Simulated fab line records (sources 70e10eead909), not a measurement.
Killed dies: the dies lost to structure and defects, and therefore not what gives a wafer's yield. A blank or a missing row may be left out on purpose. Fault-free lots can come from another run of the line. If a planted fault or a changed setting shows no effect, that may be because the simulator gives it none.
8D (eight disciplines) problem report, filled in by code | flow nand harc | the parts of the form that need people (team, actions taken, sign-off) are left out

1. THE ISSUE
A mean of 160.2 W is read at NHARC_A_M0_PEB_07 for heater power total W, taken on 1 wafer of 1 lot, against 156.6 W (standard deviation 0.41) on wafers free of any fault. That is +8.8 standard deviations from the usual mean.
The step: peb time 65 s.
Earliest sighting: wafer L895.3 on litho track-06 at day 21 19:38. Wafers with a number at this step in the record: 33, from 11 lots. The rule behind "out" and "out of limits": a value lying over 4 standard deviations away from the usual mean. The rest of the wafers with a number are treated as sound.

2. WHAT THIS IS AND IS NOT
question                    | is                   | is not
which readings at this step | heater power total W | chill plate temp C
which lots                  | L895                 | L882, L886, L887, L890, L891, L892, L894, L896, L897, L899
which wafers of those lots  | L895.3               | L895.4, L895.5
read on which tools         | litho track-06       | litho track-01, litho track-04
when                        | from day 21 19:38    | up to then (29 sound wafers); but 3 sound wafers of L899 came after

3. THE SUSPECTS, EACH WITH WHAT RULES IT OUT
Counting: if a tool at a process step up to the reading ran every lot that is out, it stays a suspect. Sound lots after the first of them don't rule it out here, since some wafers of a struck lot are sound.
- rie diel-03 at NHARC_A_BLC_DESCUM_15 (chemistry O2, time 3 s): kept. The lot that is out, L895, ran on it at day 21 14:54; the last sound lot it ran before that was L897, at day 21 13:36.
- pvd sputter-03 at NHARC_A_BLC_DEGAS_30 (time 60 s): kept. The lot that is out, L895, ran on it at day 21 16:29; the last sound lot it ran before that was L896, at day 21 07:24.
- pvd sputter-03 at NHARC_A_BLC_PVD_32 (deposits Ti, target thk 5 nm, time 17.7 s): kept. The lot that is out, L895, ran on it at day 21 19:38; the last sound lot it ran before that was L896, at day 21 12:29. With no start given for some of its lots, NHARC_A_BLC_PVD_32 uses the hours and lot order of NHARC_A_M0_PEB_07.
- litho track-06 at NHARC_A_M0_PEB_07 (peb time 65 s): kept. The lot that is out, L895, ran on it at day 21 19:38; the last sound lot it ran before that was L896, at day 21 12:29. On those wafers its own readings are out: heater power total W.
- Within rie diel-03 at NHARC_A_BLC_DESCUM_15: the wafers that are out ran in chamber 3; their sound lot-mates ran in chambers 1, 2.
Left after counting: rie diel-03 at NHARC_A_BLC_DESCUM_15, pvd sputter-03 at NHARC_A_BLC_DEGAS_30, pvd sputter-03 at NHARC_A_BLC_PVD_32, litho track-06 at NHARC_A_M0_PEB_07.

4. THE CAUSE (what the simulator had put in)
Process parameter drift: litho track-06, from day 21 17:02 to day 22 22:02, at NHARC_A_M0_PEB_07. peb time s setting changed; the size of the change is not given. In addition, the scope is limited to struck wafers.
Counting leaves 4 suspects; this tool is one of them.

5. SEQUENCE OF EFFECTS, ordered by route
Each row: a reading whose mean over the struck wafers that have a number lies more than 3 standard deviations from the usual. Readings are gone through only where the record gives a usual standard deviation; hours: the median, over the lots, of the time from a lot's start at the first step in this table giving one to that lot's start at this step; sigmas: the change measured in usual standard deviations.
hours | step                  | reading              | usual   | on struck wafers | change | sigmas
0     | NHARC_A_M0_PEB_07     | heater power total W | 156.6 W | 160.2            | +3.6   | +8.8
0     | NHARC_A_M0_CD_MEAS_09 | cd nm                | 79.8 nm | 78.1             | -1.7   | -3.5
Its process steps:
- NHARC_A_M0_PEB_07: peb time 65 s.
Later steps that measure or inspect, where all struck wafers having a row at the step show a number for every such reading and not one has moved that far: NHARC_END_SORT_01.

6. WHAT WOULD HAVE CAUGHT IT SOONER
In this record no reading fell out of limits until day 21 19:38, 3 hours after the fault had begun at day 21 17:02.
